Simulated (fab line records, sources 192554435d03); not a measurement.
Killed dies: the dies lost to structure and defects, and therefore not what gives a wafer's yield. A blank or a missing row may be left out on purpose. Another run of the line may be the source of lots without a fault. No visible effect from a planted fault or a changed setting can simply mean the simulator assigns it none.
Chamber matching || flow n5_finfet || N5_SD_EPI_P_ETCH_36 on rie_diel-06: 4 sister chambers
The step etches SiARC in CF4, target depth 45.5 nm, time 75.8 s. 4 wafers are shown with their chamber, then 10 later ones without.

## WAFERS PAIRED WITH THEIR CHAMBERS
{"wafer": "L091.2", "chamber": 0, "drypump_motor_current_A (A)": 5.3}
{"wafer": "L091.3", "chamber": 1, "drypump_motor_current_A (A)": 6.5}
{"wafer": "L091.4", "chamber": 3, "drypump_motor_current_A (A)": 6.0}
{"wafer": "L091.5", "chamber": 2, "drypump_motor_current_A (A)": 6.1}

## WAFERS WHOSE CHAMBER IS MISSING
{"wafer": "L091.6", "drypump_motor_current_A (A)": 6.5}
{"wafer": "L092.1", "drypump_motor_current_A (A)": 5.2}
{"wafer": "L092.2", "drypump_motor_current_A (A)": 6.1}
{"wafer": "L092.6", "drypump_motor_current_A (A)": 5.2}
{"wafer": "L095.2", "drypump_motor_current_A (A)": 6.5}
{"wafer": "L095.5", "drypump_motor_current_A (A)": 6.5}
{"wafer": "L095.6", "drypump_motor_current_A (A)": 5.3}
{"wafer": "L097.2", "drypump_motor_current_A (A)": 5.3}
{"wafer": "L097.3", "drypump_motor_current_A (A)": 6.0}
{"wafer": "L097.6", "drypump_motor_current_A (A)": 6.0}

## EACH ONE'S CHAMBER
{"wafer": "L091.6", "from the rows above": 1, "in truth": 1}
{"wafer": "L092.1", "from the rows above": 0, "in truth": 0}
{"wafer": "L092.2", "from the rows above": 2, "in truth": 2}
{"wafer": "L092.6", "from the rows above": 0, "in truth": 0}
{"wafer": "L095.2", "from the rows above": 1, "in truth": 1}
{"wafer": "L095.5", "from the rows above": 1, "in truth": 1}
{"wafer": "L095.6", "from the rows above": 0, "in truth": 0}
{"wafer": "L097.2", "from the rows above": 0, "in truth": 0}
{"wafer": "L097.3", "from the rows above": 3, "in truth": 3}
{"wafer": "L097.6", "from the rows above": 3, "in truth": 3}
10 of 10 placed correctly. Not placeable from these rows: 0. Number placed wrongly: 0.
How it was worked out, from the rows above alone: a wafer's distance from a chamber is the root of the sum, over the readings, of the square of ((its reading less the chamber's mean) divided by the reading's scatter). If the next closest chamber is less than 2 further off than the closest, the wafer can't be placed; otherwise it belongs to the closest. The mean given for a chamber averages the wafers shown for that chamber. The scatter: with one shown wafer a chamber, the root of the mean of the squares of how far each hidden wafer lies from its nearest shown one.
